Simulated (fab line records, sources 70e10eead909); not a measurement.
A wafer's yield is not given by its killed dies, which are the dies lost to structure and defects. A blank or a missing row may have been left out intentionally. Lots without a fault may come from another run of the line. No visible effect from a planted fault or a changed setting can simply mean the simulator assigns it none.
A lot that was struck, set against a sound lot	flow nand-harc	13 out of 1302 route steps
Sound: the wafers L116.1, L116.2, L116.6. Struck: wafer L117.5 (left out: L117.4, L117.6 of the same lot, which were not struck); the cause appears at the end.
Per side, at each step with rows, come the tool, then ch with its chambers, and then its first start. Under that, the readings that differ: sound wafers	struck wafers	difference of the means	sigmas: that difference in standard deviations of wafers without a fault.
alike: words and numbers the same on both sides, and readings whose means are apart by under 2 such deviations; not compared: readings that were withheld, readings missing a value for some wafer, numbers with overlapping values and no deviation given by the record, and bounds like >300 which may hide the same value.
Wherever a step has rows on one side only, a row that says differs or no value, or a row with sigmas, the two part there. When numbers do not overlap yet have no deviation, they are printed without sigmas and do not part them. A reading that every wafer of one side lacks parts them only if that side has two wafers or more.

NHARC_A_WL_FILL_CVD_03: deposits W, target thk 40 nm, time 279 s.
  sound on cvd-w-01 ch 0,1, day 22 21:58; struck on cvd-w-02 ch 1, day 24 02:32
  alike: heater-power-w, throttle-valve-pct
NHARC_A_WL_FILL_ETCHBACK_04: etches the open film in NF3, target depth 60 nm, time 120 s.
  sound on rie-metal-01 ch 0,1, day 22 22:20; struck on rie-metal-01 ch 0, day 24 02:52
  alike: drypump-motor-current-A, oes-product-au, run-length-s
  not compared: rf-hours-counter-h
NHARC_A_WL_FILL_ETCHBACK_05: etches the open film in Cl2/BCl3, target depth 22 nm, time 60 s.
  sound on rie-metal-01 ch 0,1, day 22 22:34; struck on rie-metal-01 ch 0, day 24 03:05
reading	sound	struck	difference	sigmas
oes-product-au (a.u.)	0.999 0.998 1.003	0.982	-0.018	-3
  alike: drypump-motor-current-A, run-length-s
  not compared: rf-hours-counter-h
then, 6 steps without rows for these wafers: NHARC_A_WL_FILL_STRIP_27 (strips in N2/H2, time 20 s); NHARC_A_WL_FILL_STRIP_28 (strips in post etch residue remover, time 1200 s); NHARC_A_WL_FILL_PRECLEAN_06 (cleans in DIW, time 300 s); NHARC_A_WL_FILL_SRD_07; NHARC_A_WL_FILL_ANNEAL_08 (time 1800 s); NHARC_A_WL_FILL_ALD_10 (deposits SiO2, target thk 50 nm, pulse time 10 s, ald cycles 500).
NHARC_A_WL_FILL_ETCHBACK_16: etches the open film in C4F8/O2/Ar, target depth 120 nm, time 24 s.
  sound on rie-diel-01 ch 0,2,3; struck on rie-diel-05 ch 0
reading	sound	struck	difference	sigmas
oes-product-au (a.u.)	1.003 0.997 0.994	0.930	-0.068	-2
rf-vpp-V (V)	719 719 724	730	+9	+2
  alike: run-length-s
  not compared: rf-hours-counter-h
NHARC_A_WL_FILL_STRIP_29: strips in O2, time 20 s.
  sound on rie-diel-01 ch 0,1,3, day 23 08:55; struck on rie-diel-05 ch 0, day 24 13:17
  alike: drypump-motor-current-A, oes-product-au, rf-vpp-V, showerhead-plenum-p-Torr, throttle-valve-pct
  not compared: rf-hours-counter-h
NHARC_A_WL_FILL_ETCHBACK_17: etches the open film in Cl2/BCl3, target depth 4 nm, time 26.7 s.
  sound on rie-metal-01 ch 0,1, day 23 09:00; struck on rie-metal-01 ch 1, day 24 13:25
reading	sound	struck	difference	sigmas
run-length-s (s)	47.9 47.9 48.3	41.2	-6.8	-21
  alike: drypump-motor-current-A, oes-product-au
  not compared: rf-hours-counter-h
then, 1 step without rows for these wafers: NHARC_A_WL_FILL_PRECLEAN_18 (cleans in dHF, time 30 s).

## WHERE THEY PART
First at NHARC_A_WL_FILL_ETCHBACK_05; last, within this record, at NHARC_A_WL_FILL_ETCHBACK_17.

WHY: what the simulator had put in
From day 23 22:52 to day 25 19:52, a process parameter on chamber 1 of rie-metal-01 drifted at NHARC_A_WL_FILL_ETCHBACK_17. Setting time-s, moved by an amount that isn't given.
